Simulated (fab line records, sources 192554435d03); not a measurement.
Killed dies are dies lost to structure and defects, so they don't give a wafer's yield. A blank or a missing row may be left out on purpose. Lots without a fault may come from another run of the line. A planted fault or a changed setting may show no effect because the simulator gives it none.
Which tool did it? | flow n5_finfet | 10 lots, 30 wafers sampled, at 4 steps of a route of 1938

WHAT THE GAUGES READ, wafer by wafer
N5_HKMG_FIN_CD_MEAS_12: target cd 92.8 nm.
lot  | measured     | on        | cd_nm (nm)
L964 | day 4 03:02  | cd_sem-01 | 92.9 92.6 92.2
L965 | day 4 12:43  | cd_sem-02 | 92.7 92.0 92.5
L967 | day 4 21:41  | cd_sem-03 | 92.6 92.8 93.1
L971 | day 5 22:40  | cd_sem-01 | 92.3 92.8 92.4
L972 | day 6 04:50  | cd_sem-02 | 92.6 92.4 92.8
L975 | day 6 21:16  | cd_sem-02 | 85.4 85.0 85.2
L977 | day 7 10:04  | cd_sem-01 | 86.2 87.3 86.8
L978 | day 7 16:16  | cd_sem-01 | 93.1 92.5 93.2
L980 | day 8 01:22  | cd_sem-02 | 92.6 92.4 92.9
L987 | day 11 05:03 | cd_sem-03 | 92.3 91.8 92.1

WHICH TOOL RAN EACH LOT (tool, then ch and the chambers of the sampled wafers, then the start)
lot  | N5_HKMG_FIN_STRIP_93              | N5_HKMG_FIN_ALD_36                  | N5_HKMG_FIN_EXPOSE_09
L964 | rie_diel-06 ch 2,3, day 4 00:29   | ald_metal-01 ch 0,3, day 4 01:52    | arfi_scanner-01 ch 0, day 4 02:55
L965 | rie_diel-04 ch 0,1,2, day 4 10:07 | ald_metal-02 ch 1,2,3, day 4 11:34  | arfi_scanner-02 ch 0, day 4 12:36
L967 | rie_diel-06 ch 0,2,3, day 4 19:08 | ald_metal-02 ch 0,1, day 4 20:39    | arfi_scanner-02 ch 0, day 4 21:33
L971 | rie_diel-04 ch 0,3, day 5 20:07   | ald_metal-04 ch 2,3, day 5 21:31    | arfi_scanner-01 ch 0, day 5 22:33
L972 | rie_diel-06 ch 0,2,3, day 6 02:03 | ald_metal-02 ch 1,2,3, day 6 03:41  | arfi_scanner-02 ch 0, day 6 04:43
L975 | rie_diel-01 ch 2,3, day 6 18:40   | ald_metal-01 ch 1,3, day 6 20:07    | arfi_scanner-02 ch 0, day 6 21:09
L977 | rie_diel-06 ch 0,3, day 7 07:26   | ald_metal-02 ch 0,2,3, day 7 08:55  | arfi_scanner-02 ch 0, day 7 09:57
L978 | rie_diel-01 ch 0,1,3, day 7 13:43 | ald_metal-02 ch 0,1,2, day 7 15:07  | arfi_scanner-03 ch 0, day 7 16:09
L980 | rie_diel-06 ch 0,1, day 7 22:57   | ald_metal-01 ch 0,1,3, day 8 00:20  | arfi_scanner-03 ch 0, day 8 01:15
L987 | rie_diel-01 ch 0,1, day 11 02:37  | ald_metal-02 ch 0,2,3, day 11 04:01 | arfi_scanner-03 ch 0, day 11 04:56
- N5_HKMG_FIN_STRIP_93: strips SOC in N2/H2, time 20 s.
- N5_HKMG_FIN_ALD_36: deposits TiN, target thk 1 nm, pulse time 1 s, purge time 3 s.
- N5_HKMG_FIN_EXPOSE_09: exposes mask NWFM.

THE ANSWER, worked out from the rows above alone
Rule: what is usual is taken from the lots themselves. Put in order of their means at a reading, lots are off if they are a third of the lots or fewer, leave a main group of 4 or more, and stand apart from it by a gap of 3 or more times the standard deviation of the main group's means; of several such gaps the widest counts. A main group whose means are all the same, to the digits that the tables above print for the reading, isn't used. A lot without any number at a reading at which 4 lots or more have one is off too. The other lots that the step has rows for count as sound.
Off: L975, L977, at N5_HKMG_FIN_CD_MEAS_12 (cd_nm). The main group: mean 92.6 nm, standard deviation 0.25.
A tool fits if, at a process step before that reading, it ran every lot that is off, and no sound lot after the first of them. The gauges at N5_HKMG_FIN_CD_MEAS_12 are tried like those tools. One fits: arfi_scanner-02 at N5_HKMG_FIN_EXPOSE_09. Its last sound lot is L972 (day 6 04:43), its first lot that is off L975 (day 6 21:09): a fault that began between those two fits.

WHAT THE SIMULATOR HAD PUT IN
Process parameter drift: arfi_scanner-02, from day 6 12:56 on, at N5_HKMG_FIN_EXPOSE_09. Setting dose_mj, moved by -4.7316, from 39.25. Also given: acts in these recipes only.
Lots struck among those shown: L975, L977. The rule above found the same.
